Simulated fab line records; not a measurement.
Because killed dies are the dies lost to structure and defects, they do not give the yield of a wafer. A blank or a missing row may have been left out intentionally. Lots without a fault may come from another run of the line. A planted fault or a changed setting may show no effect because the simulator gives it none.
One fault seen from 3 desks + flow n5Finfet + every desk sees just its own numbers, and what lay behind them comes last
Where a reading is given only as a bound, like >300, the bound stands for it, and a mean or a difference that rests on one is marked > or <: the true number lies beyond.

THE METROLOGY DESK
What the gauges read, lot by lot, whatever tool the lot ran on: means of the sampled wafers that have a number. Marked OUT: a lot whose mean sits more than 4 standard deviations from the usual mean, which makes it out of limits; the brackets give that distance. 7 of its 12 readings are shown, namely those furthest out on some lot.
Columns: A = cdNm at N5_SD_EPI_P_CD_MEAS_09, usual 240.3 nm; B = IOFF_N at N5_BEOL_M4_RC_MEAS_101, usual 0.160 nA/um; C = IOFF_P at N5_BEOL_M4_RC_MEAS_101, usual 0.21 nA/um; D = ION_P at N5_BEOL_M4_RC_MEAS_101, usual 461 uA/um; E = SS_N at N5_BEOL_M4_RC_MEAS_101, usual 71.4 mV/dec; F = VT_N at N5_BEOL_M4_RC_MEAS_101, usual 249.3 mV; G = VT_P at N5_BEOL_M4_RC_MEAS_101, usual -250 mV
| lot  | first seen here | A     | B     | C    | D   | E    | F     | G    |
|------|-----------------|-------|-------|------|-----|------|-------|------|
| L906 | day 3 14:59     | 240.1 | 0.172 | 0.23 | 462 | 72.2 | 248.2 | -246 |
| L907 | day 3 18:29     | 240.5 | 0.138 | 0.22 | 468 | 71.2 | 251.5 | -247 |
| L911 | day 4 20:24     | 239.0 | 0.170 | 0.23 | 465 | 71.3 | 248.1 | -249 |
| L913 | day 5 07:58     | 240.7 | 0.157 | 0.18 | 459 | 70.8 | 249.0 | -254 |
| L914 | day 5 10:46     | 240.7 | 0.143 | 0.19 | 458 | 71.1 | 251.6 | -251 |
| L918 | day 6 10:27     | 241.5 | 0.157 | 0.22 | 465 | 71.3 | 249.6 | -249 |
| L920 | day 7 02:12     | 240.0 | 0.143 | 0.16 | 455 | 71.0 | 249.0 | -254 |
| L922 | day 7 14:03     | 240.3 | 0.198 | 0.28 | 473 | 71.5 | 244.7 | -244 |
Finding of this desk: none of the 8 lots has anything out of limits.

THE TOOL OWNER'S DESK: epiRpcvd-01
The tool's own readings at N5_SD_EPI_N_PRECLEAN_48 (cleans in NF3:NH3, afs cycles 2, time 20 s, sublimation time 60 s): means of the sampled wafers that have a number, for each lot that ran on this tool. Marked OUT: a lot whose mean sits more than 4 standard deviations from the usual mean, which makes it out of limits; the brackets give that distance.
Columns: A = susceptorTempC at N5_SD_EPI_N_PRECLEAN_48, usual 29.99 C
| lot  | first seen here | A     |
|------|-----------------|-------|
| L913 | day 5 04:05     | 29.90 |
| L918 | day 6 08:15     | 30.10 |
| L920 | day 7 00:00     | 29.95 |
| L922 | day 7 11:17     | 29.93 |
Finding of this desk: none of the 4 lots has anything out of limits.

THE DEFECT DESK
Per lot, the means of the sampled wafers with a number show what the inspections along the route counted. Marked OUT: a lot whose mean sits more than 4 standard deviations from the usual mean, which makes it out of limits; the brackets give that distance.
Columns: A = rawDefectCount at N5_SD_EPI_N_INSPECT_26, usual 205; B = rawDefectCount at N5_SD_EPI_P_INSPECT_11, usual 2.0; C = rawDefectCount at N5_SD_EPI_P_INSPECT_26, usual 177; D = rawDefectCount at N5_SD_ACTIVATION_INSPECT_02, usual 176
| lot  | first seen here | A              | B                      | C              | D              |
|------|-----------------|----------------|------------------------|----------------|----------------|
| L906 | day 3 15:33     | 214            | 2.0                    | 216            | 212            |
| L907 | day 3 19:05     | 130            | 1.7                    | 107            | 111            |
| L911 | day 4 20:57     | 159            | 1.3                    | 147            | 147            |
| L913 | day 5 08:31     | 189            | 0.7                    | 151            | 183            |
| L914 | day 5 11:33     | 168            | 1.7                    | 205            | 206            |
| L918 | day 6 11:00     | 199            | 1.0                    | 149            | 145            |
| L920 | day 7 02:58     | 559 (+7.4) OUT | >300 (+99 or more) OUT | 526 (+7.8) OUT | 563 (+8.8) OUT |
| L922 | day 7 14:36     | 518 (+6.5) OUT | >300 (+99 or more) OUT | 509 (+7.4) OUT | 504 (+7.5) OUT |
This desk's verdict: out of limits on L920, L922, starting with L920 at day 7 02:58 (rawDefectCount at N5_SD_EPI_N_INSPECT_26). L906, L907, L911, L913, L914, L918: within limits.

ALL TOGETHER
The defect desk could have raised an alarm at day 7 02:58, on L920, L922.
The metrology desk saw nothing out of limits.
The desk of the tool owner found nothing out of limits.
The metrology desk holds a record of L920, L922, inside its limits.
On record at the tool owner's desk: L920, L922, within its limits.
Every lot named ran N5_SD_EPI_N_PRECLEAN_48 on epiRpcvd-01.

WHAT HAD BEEN PUT IN BY THE SIMULATOR
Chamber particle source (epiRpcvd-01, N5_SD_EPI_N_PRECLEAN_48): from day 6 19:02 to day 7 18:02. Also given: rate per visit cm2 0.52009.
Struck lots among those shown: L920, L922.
Hours from the fault's start to each desk's first reading out of limits: the defect desk, 8.
